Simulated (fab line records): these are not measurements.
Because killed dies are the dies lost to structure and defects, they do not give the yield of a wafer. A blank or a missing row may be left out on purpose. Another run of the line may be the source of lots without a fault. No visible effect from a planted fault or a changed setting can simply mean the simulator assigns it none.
Struck lot and sound lot, side by side :: flow n5 finfet :: 38 steps out of a route of 1938
Sound: the wafers L143.2, L143.3, L143.5. Struck: wafer L140.3. (L140.1, L140.2 of the same lot were not struck and are left out.) The cause comes at the end.
At each step with rows: each side's tool, then ch and its chambers, then its first start. Under that, the readings that differ: sound wafers :: struck wafers :: difference of the means :: sigmas: that difference in standard deviations of wafers without a fault.
alike: readings with means less than 2 such deviations apart, plus words and numbers identical on both sides. not compared: withheld readings, readings lacking a value on some wafer, bounds such as >300 that could conceal the same value, and numbers that have no deviation in the record and whose values overlap.
Wherever a step has rows on one side only, a row that says differs or no value, or a row with sigmas, the two part there. Numbers that don't overlap but have no deviation are shown without sigmas and don't part them. A reading that every wafer of one side lacks parts them only if that side has two wafers or more.

first, 9 steps without rows for these wafers: N5_BEOL_M0_ANNEAL_135 (time 60 s); N5_BEOL_M0_SPUTTER_141 (material Cu, target thk 4 nm, time 7.37 s); N5_BEOL_M0_ECD_118 (material Cu, target thk 300 nm); N5_BEOL_M0_ANNEAL_119 (time 90 s); N5_BEOL_M0_CMP_120 (polishes, stops on SiOC, t overpolish 6.9 s); N5_BEOL_M0_PRE_CLEAN_131 (time 15 s); N5_BEOL_M0_CO_CAP_123 (material Co, precursor CCTBA/H2, target thk 2 nm, time 102.1 s); N5_BEOL_M0_PRE_CLEAN_124 (time 15 s); N5_BEOL_M0_DEP_125 (deposits SiCN from 3MS/NH3, target thk 8 nm, time 14 s).
N5_BEOL_M1_ILD_DEP_00: deposits SiOC from DEMS/O2, target thk 79 nm, time 15.3 s.
  sound on pecvd-01 ch 1,2, day 12 02:55; struck on pecvd-03 ch 1, day 10 21:24
reading: model.SiOC_of_BEOL_M1_ILD_DEP_00.thk nm (nm)
sound: 78 77.6 80
struck: 37.8
difference: -40.7
sigmas: 
  alike: heater power w, showerhead plenum p Torr, throttle valve pct
N5_BEOL_M1_THK_MEAS_01:
  sound on film metro-01 at day 12 02:59; struck on film metro-02 at day 10 21:28
reading: M1_ILD_THK (nm)
sound: 78.2 77.6 80.0
struck: 37.8
difference: -40.8
sigmas: -31
then, 24 steps without rows for these wafers: N5_BEOL_M1_PECVD_72 (deposits SiO2 from TEOS/O2, target thk 16 nm, time 18 s); N5_BEOL_M1_HM_DEP_02 (deposits TiN, target thk 20 nm); N5_BEOL_M1_COAT_61 (time 60 s, resist thk 60 nm); N5_BEOL_M1_COAT_62 (time 60 s, resist thk 12 nm); N5_BEOL_M1_COAT_73 (time 60 s, resist thk 5 nm); N5_BEOL_M1_COAT_05 (resist thk 30 nm); N5_BEOL_M1_EBR_07; N5_BEOL_M1_SOFTBAKE_06 (time 60 s); N5_BEOL_M1_EXPOSE_08 (exposes mask M1); N5_BEOL_M1_PEB_09 (peb time 60 s); N5_BEOL_M1_DEVELOP_10 (develop time 30 s); N5_BEOL_M1_DESCUM_16 (chemistry O2, time 7 s); N5_BEOL_M1_ETCH_74 (etches underlayer in N2/H2, target depth 6.5 nm, time 5.2 s); N5_BEOL_M1_ETCH_63 (etches SiARC in CF4, target depth 15.6 nm, time 26 s); N5_BEOL_M1_ETCH_64 (etches SOC in N2/H2, target depth 75 nm, overetch 15 nm, time 112.5 s); N5_BEOL_M1_STRIP_65 (strips in N2/H2); N5_BEOL_M1_STRIP_75 (strips in N2/H2); N5_BEOL_M1_STRIP_66 (strips in CF4); N5_BEOL_M1_HM_OPEN_17 (chemistry Cl2/BCl3, target TiN, target depth 20 nm, overetch 6 nm); N5_BEOL_M1_STRIP_19 (strips in O2); N5_BEOL_M1_COAT_67 (time 60 s, resist thk 60 nm); N5_BEOL_M1_COAT_68 (time 60 s, resist thk 12 nm); N5_BEOL_M1_COAT_76 (time 60 s, resist thk 5 nm); N5_BEOL_M1_COAT_22 (resist thk 30 nm).
N5_BEOL_M1_CMP_52: polishes, stops on SiOC, t overpolish 6.8 s, target thk 40 nm.
  sound on cmp-01 ch 0,2,3, day 13 03:53; struck on cmp-01 ch 1, day 12 01:52
reading: clearing platen down force psi (psi)
sound: 1.497 1.505 1.507
struck: 1.496
difference: -0.007
sigmas: -2

reading: model.SiOC_of_BEOL_M1_ILD_DEP_00.thk nm (nm)
sound: 77 76.6 79
struck: 36.8
difference: -40.7
sigmas: 

reading: model.Cu_of_BEOL_M1_ECD_50.thk nm (nm)
sound: 39.8 39.8 41
struck: 0.2
difference: -40.0
sigmas: 
  alike: edge zone pressure frac, motor current A
N5_BEOL_M4_RC_MEAS_101:
  the record has rows for the sound wafers here (prober-01 ch 0, day 15 13:35) and none for the struck ones
-- the record jumps here: 8 days lie between the struck wafers' starts before and after (it left off in module BEOL_M4 and takes up again in module PASSIVATION, whose first step shown is number 1936 of the route) --
N5_PASSIVATION_PROBE_49:
  record: rows for the struck wafers here (prober-02, day 20 04:08), none for the sound ones

WHERE THEY PART
First at N5_BEOL_M1_THK_MEAS_01; last, within this record, at N5_PASSIVATION_PROBE_49.

WHY: what had been put in by the simulator
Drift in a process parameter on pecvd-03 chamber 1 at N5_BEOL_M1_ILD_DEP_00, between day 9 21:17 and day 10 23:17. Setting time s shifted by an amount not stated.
